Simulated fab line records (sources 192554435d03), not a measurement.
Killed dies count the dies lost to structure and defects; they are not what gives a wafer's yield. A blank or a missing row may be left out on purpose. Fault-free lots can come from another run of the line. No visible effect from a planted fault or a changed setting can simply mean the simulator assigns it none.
Chamber matching    flow n5-finfet    rie-diel-02 running N5_MOL_CONTACT_COAG_ETCH_66: 4 sister chambers
The step etches SiARC in CF4, target depth 13 nm, time 21.7 s. 8 wafers are shown with their chamber, then 8 later ones without.

## WAFERS WITH THEIR CHAMBER
wafer   chamber  showerhead-plenum-p-Torr (Torr)  drypump-motor-current-A (A)
L080.2  2        2.25                             6.2
L080.5  3        2.07                             5.9
L081.1  2        2.25                             6.1
L081.3  0        2.03                             5.5
L083.2  3        2.07                             5.9
L083.5  0        2.02                             5.5
L083.6  1        2.20                             6.5
L087.1  1        2.19                             6.5

## WAFERS WITH NO CHAMBER GIVEN
wafer   showerhead-plenum-p-Torr (Torr)  drypump-motor-current-A (A)
L087.4  2.06                             5.9
L087.5  2.24                             6.1
L091.3  2.19                             6.5
L091.4  2.19                             6.5
L091.6  2.27                             5.5
L093.1  2.06                             5.9
L093.4  2.27                             5.5
L093.6  2.19                             6.5

## CHAMBER TAKEN BY EACH
wafer    from the rows above   in truth
L087.4   3                     3
L087.5   2                     2
L091.3   1                     1
L091.4   1                     1
L091.6   2                     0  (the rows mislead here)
L093.1   3                     3
L093.4   2                     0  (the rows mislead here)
L093.6   1                     1
Correct placement for 6 of the 8. Not placeable from these rows: 0. 2 placed wrongly.
How it was worked out, from the rows above alone: a wafer's distance from a chamber is the root of the sum, over the readings, of the square of ((its reading less the chamber's mean) divided by the reading's scatter). If the next closest chamber is less than 2 further off than the closest, the wafer can't be placed; otherwise it belongs to the closest. For every chamber, the mean is computed from those of its wafers that are shown. The scatter is the square root of a quotient: the sum, over the shown wafers, of each reading's squared deviation from its chamber's mean, divided by wafers minus chambers.
